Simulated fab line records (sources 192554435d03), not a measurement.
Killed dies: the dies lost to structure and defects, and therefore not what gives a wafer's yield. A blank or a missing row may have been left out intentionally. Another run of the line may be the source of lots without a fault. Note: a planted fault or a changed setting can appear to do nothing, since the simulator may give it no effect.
Which of the tools did it?	flow n5 finfet	Sampling: 13 lots, 34 wafers, 5 of 1938 route steps

== WHAT THE GAUGES READ, wafer by wafer ==
N5_BEOL_M0_OCD_MEAS_108. Usual: trench depth nm at 32.8 nm, with a standard deviation of 0.85.
lot	measured	on	trench depth nm (nm)	flag
L976	day 7 10:56	ocd-01	31.9 32.9 34.2	
L977	day 7 12:14	ocd-01	32.2 31.0 31.2	
L978	day 7 12:34	ocd-02	31.9 32.7 30.9	
L980	day 7 12:50	ocd-01	34.1 34.7 33.0	
L979	day 7 13:04	ocd-02	32.1 31.0 32.7	
L982	day 7 13:15	ocd-02	32.9 33.4	
L984	day 7 18:52	ocd-01	33.6 33.8	
L987	day 8 18:10	ocd-02	32.7 33.4	
L989	day 9 07:13	ocd-01	33.6 31.8 32.7	
L994	day 10 14:10	ocd-01	31.8 31.8 32.4	
L995	day 10 16:52	ocd-02	31.9 31.4	
L996	day 10 23:55	ocd-02	32.6 32.3	
L998	day 11 10:07	ocd-01	33.1 33.2 33.5	

N5_BEOL_M1_THK_MEAS_01. Usual: M1_ILD_THK gives 79.4 nm (standard deviation 1.2).
lot	measured	on	M1_ILD_THK (nm)	flag
L976	day 7 13:16	film metro-02	77.8 79.0 78.7	
L977	day 7 14:43	film metro-02	79.5 80.2 79.1	
L978	day 7 14:54	film metro-02	79.5 78.6 79.8	
L980	day 7 19:58	film metro-01	79.6 82.4 81.3	
L979	day 7 15:57	film metro-01	76.9 77.2 78.1	
L982	day 7 16:35	film metro-02	80.2 80.4	
L984	day 7 22:24	film metro-02	79.8 79.2	
L987	day 8 22:15	film metro-01	56.8 57.4	OFF
L989	day 9 11:14	film metro-02	80.0 78.5 79.7	
L994	day 10 19:07	film metro-02	77.3 79.2 78.9	
L995	day 10 21:22	film metro-02	79.3 80.0	
L996	day 11 03:03	film metro-01	78.8 80.6	
L998	day 11 13:43	film metro-01	79.7 78.5 79.8	

== WHAT TOOL EACH LOT RAN ON (gives the tool, then ch and the chambers of the sampled wafers, and finally the start) ==
lot	N5_BEOL_M0_SPUTTER_132	N5_BEOL_M0_ANNEAL_133	N5_BEOL_M1_ILD_DEP_00
L976	pvd sputter-03, day 7 11:51	pvd sputter-03, day 7 11:56	pecvd-03 ch 1,2, day 7 13:12
L977	pvd sputter-02, day 7 13:08	pvd sputter-02, day 7 13:13	pecvd-02 ch 0,1,2, day 7 14:38
L978	pvd sputter-01, day 7 13:29	pvd sputter-01, day 7 13:34	pecvd-02 ch 0,1, day 7 14:50
L980	pvd sputter-01, day 7 18:20	pvd sputter-01, day 7 18:25	pecvd-02 ch 0,1,2, day 7 19:53
L979	pvd sputter-02, day 7 14:32	pvd sputter-02, day 7 14:37	pecvd-03 ch 1,2, day 7 15:53
L982	pvd sputter-02, day 7 15:02	pvd sputter-02, day 7 15:07	pecvd-01 ch 0,1, day 7 16:31
L984	pvd sputter-03, day 7 20:20	pvd sputter-03, day 7 20:25	pecvd-03 ch 0,1, day 7 22:21
L987	pvd sputter-01, day 8 20:50	pvd sputter-01, day 8 20:55	pecvd-02 ch 2, day 8 22:11
L989	pvd sputter-02, day 9 08:42	pvd sputter-02, day 9 08:47	pecvd-01 ch 0,1, day 9 11:10
L994	pvd sputter-02, day 10 16:20	pvd sputter-02, day 10 16:25	pecvd-03 ch 0,2, day 10 19:03
L995	pvd sputter-02, day 10 19:23	pvd sputter-02, day 10 19:28	pecvd-01 ch 0,1, day 10 21:19
L996	pvd sputter-03, day 11 01:28	pvd sputter-03, day 11 01:33	pecvd-01 ch 0,1, day 11 02:59
L998	pvd sputter-01, day 11 12:03	pvd sputter-01, day 11 12:08	pecvd-01 ch 0,1,2, day 11 13:39
- N5_BEOL_M0_SPUTTER_132: material Cu, target thk 4 nm, time 7.37 s.
- N5_BEOL_M0_ANNEAL_133: time 60 s.
- N5_BEOL_M1_ILD_DEP_00: deposits SiOC from DEMS/O2, target thk 79 nm, time 15.3 s.

== AS READ BY THE TOOLS THEMSELVES (means over the sampled wafers that have a number; for cases with no such wafer, the mark the record gives instead) ==
N5_BEOL_M0_SPUTTER_132. Usual: chuck gas flow sccm 1.26 sccm, standard deviation 0.049; throttle valve pct 30.3 %, standard deviation 1.3.
lot	tool	chuck gas flow sccm (sccm)	throttle valve pct (%)	flag
L976	pvd sputter-03	1.24	30.3	
L977	pvd sputter-02	1.27	30.3	
L978	pvd sputter-01	1.21	30.8	
L980	pvd sputter-01	1.24	30.5	
L979	pvd sputter-02	1.27	30.6	
L982	pvd sputter-02	1.23	30.5	
L984	pvd sputter-03	1.31	33.5	
L987	pvd sputter-01	1.25	30.1	
L989	pvd sputter-02	1.21	29.8	
L994	pvd sputter-02	1.24	30.3	
L995	pvd sputter-02	1.27	30.6	
L996	pvd sputter-03	1.23	28.6	
L998	pvd sputter-01	1.25	29.9	

N5_BEOL_M0_ANNEAL_133. Usual: heater power w at 828 W, with a standard deviation of 83.
lot	tool	heater power w (W)	flag
L976	pvd sputter-03	909	
L977	pvd sputter-02	812	
L978	pvd sputter-01	904	
L980	pvd sputter-01	797	
L979	pvd sputter-02	807	
L982	pvd sputter-02	795	
L984	pvd sputter-03	926	
L987	pvd sputter-01	870	
L989	pvd sputter-02	821	
L994	pvd sputter-02	805	
L995	pvd sputter-02	824	
L996	pvd sputter-03	828	
L998	pvd sputter-01	741	

N5_BEOL_M1_ILD_DEP_00. Usual: chamber pressure Torr 5.000 Torr, standard deviation 0.012; heater power w 452 W, standard deviation 55; showerhead plenum p Torr 5.692 Torr, standard deviation 0.015; throttle valve pct 11.9 %, standard deviation 0.44.
lot	tool	chamber pressure Torr (Torr)	heater power w (W)	showerhead plenum p Torr (Torr)	throttle valve pct (%)	flag
L976	pecvd-03	5.000	413	5.708	11.6	
L977	pecvd-02	5.001	441	5.701	11.8	
L978	pecvd-02	5.010	429	5.692	11.9	
L980	pecvd-02	4.998	452	5.701	11.8	
L979	pecvd-03	5.002	456	5.702	11.6	
L982	pecvd-01	4.992	434	5.681	12.4	
L984	pecvd-03	5.016	482	5.688	12.2	
L987	pecvd-02	4.991	386	5.697	11.3	
L989	pecvd-01	4.998	436	5.671	12.1	
L994	pecvd-03	5.000	424	5.706	11.5	
L995	pecvd-01	5.005	423	5.678	12.2	
L996	pecvd-01	4.987	408	5.668	12.2	
L998	pecvd-01	5.007	424	5.684	12.0	

== THE ANSWER, worked out from the rows above alone ==
Rule: a lot counts as off when the mean over its wafers that have a number is more than 3 standard deviations away from the usual mean. Also off: a lot with no number at a reading for which 4 or more lots have one. The other lots that the step has rows for count as sound. First the gauges in route order, then the tools' own readings, where a lot's mean is used as printed above. The first step at which some lot is off is used, and at that step the reading that is off furthest; a lot without a number counts as furthest.
Off: L987, at N5_BEOL_M1_THK_MEAS_01 (M1_ILD_THK).
A tool fits if, at a process step before that reading, it ran every lot that is off, and no sound lot after the first of them. Gauges at N5_BEOL_M1_THK_MEAS_01: tried the same way as those tools. One candidate fits, namely pecvd-02 at N5_BEOL_M1_ILD_DEP_00. A fault onset in the window from L980 (day 7 19:53, its last sound lot) to L987 (day 8 22:11, its first lot off) fits.

== WHAT HAD BEEN PUT IN BY THE SIMULATOR ==
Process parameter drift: pecvd-02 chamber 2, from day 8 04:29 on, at N5_BEOL_M1_ILD_DEP_00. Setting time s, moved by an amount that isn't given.
Shown lots that were struck: L987. The rule above reached the same finding.
